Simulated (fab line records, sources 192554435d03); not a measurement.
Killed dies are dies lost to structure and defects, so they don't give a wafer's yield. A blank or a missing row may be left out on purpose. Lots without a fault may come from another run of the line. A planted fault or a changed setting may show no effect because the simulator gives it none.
One fault seen from 2 desks | flow n5_finfet | each desk has only its own numbers; what lay behind them comes last

THE METROLOGY DESK
What the gauges read, lot by lot, whatever tool the lot ran on: means of the sampled wafers that have a number. A lot is out of limits, marked OUT, if its mean lies more than 4 standard deviations from the usual mean; the brackets give that distance. Of its 11 readings 7 are shown: those that lie furthest out on some lot.
Columns: A = DIBL_N at N5_BEOL_M4_RC_MEAS_101, usual 36.2 mV/V; B = IOFF_N at N5_BEOL_M4_RC_MEAS_101, usual 0.153 nA/um; C = IOFF_P at N5_BEOL_M4_RC_MEAS_101, usual 0.215 nA/um; D = ION_N at N5_BEOL_M4_RC_MEAS_101, usual 672 uA/um; E = ION_P at N5_BEOL_M4_RC_MEAS_101, usual 463 uA/um; F = SS_P at N5_BEOL_M4_RC_MEAS_101, usual 73.3 mV/dec; G = VT_P at N5_BEOL_M4_RC_MEAS_101, usual -249 mV
lot  | first seen here | A    | B     | C     | D   | E   | F    | G
L947 | day 3 01:23     | 37.4 | 0.164 | 0.187 | 669 | 449 | 73.6 | -254
L949 | day 3 12:59     | 36.0 | 0.168 | 0.264 | 678 | 474 | 73.5 | -244
L958 | day 5 19:50     | 36.4 | 0.154 | 0.209 | 672 | 462 | 73.1 | -252
L960 | day 6 05:49     | 36.1 | 0.164 | 0.257 | 670 | 467 | 73.7 | -246
L962 | day 6 17:58     | 36.8 | 0.152 | 0.215 | 662 | 457 | 73.4 | -251
L963 | day 6 23:55     | 34.9 | 0.124 | 0.181 | 661 | 459 | 72.7 | -253
This desk's finding: nothing out of limits on any of the 6 lots.

THE TOOL OWNER'S DESK: rie_diel-04
The tool's own readings at N5_FIN_SAQP_ETCH_69 (etches SOC in N2/H2, stops on SiNx, target depth 150 nm): means of the sampled wafers that have a number, for each lot that ran on this tool. A lot is out of limits, marked OUT, if its mean lies more than 4 standard deviations from the usual mean; the brackets give that distance. Of its 9 readings 7 are shown: the one that was out of limits first, and those that lie furthest out on some lot.
Columns: A = bias_w at N5_FIN_SAQP_ETCH_69, usual 60.97 W; B = chamber_pressure_mTorr at N5_FIN_SAQP_ETCH_69, usual 29.997 mTorr; C = h2_flow_sccm at N5_FIN_SAQP_ETCH_69, usual 199.9 sccm; D = rf_fwd_power_W at N5_FIN_SAQP_ETCH_69, usual 844 W; E = rf_vpp_V at N5_FIN_SAQP_ETCH_69, usual 241.2 V; F = showerhead_plenum_p_Torr at N5_FIN_SAQP_ETCH_69, usual 2.58 Torr; G = throttle_valve_pct at N5_FIN_SAQP_ETCH_69, usual 17.83 %
lot  | first seen here | A     | B      | C     | D              | E                | F    | G
L947 | day 3 02:17     | 61.16 | 29.998 | 199.6 | 1016 (+44) OUT | 230.8 (-8.0) OUT | 2.65 | 17.78
L949 | day 3 13:52     | 60.98 | 29.968 | 199.4 | 1014 (+44) OUT | 229.4 (-9.1) OUT | 2.58 | 17.97
L962 | day 6 18:47     | 60.80 | 29.991 | 199.5 | 845            | 241.1            | 2.66 | 17.62
L963 | day 7 00:41     | 61.01 | 29.995 | 200.1 | 846            | 241.8            | 2.64 | 17.85
This desk's finding: out of limits on L947, L949; first on L947, day 3 02:17 (rf_fwd_power_W at N5_FIN_SAQP_ETCH_69). In limits: L962, L963.

PUT TOGETHER
The tool owner's desk could have raised an alarm at day 3 02:17, on L947, L949.
The metrology desk saw nothing out of limits.
The metrology desk has L947, L949 on record, within its limits.
Of the lots named, all ran N5_FIN_SAQP_ETCH_69 on rie_diel-04.

WHAT THE SIMULATOR HAD PUT IN
Process parameter drift: rie_diel-04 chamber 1, from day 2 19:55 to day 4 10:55, at N5_FIN_SAQP_ETCH_69. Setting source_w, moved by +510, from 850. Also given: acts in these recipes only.
Lots struck among those shown: L947, L949.
Hours from the fault's start to each desk's first reading out of limits: the tool owner's desk, 6.
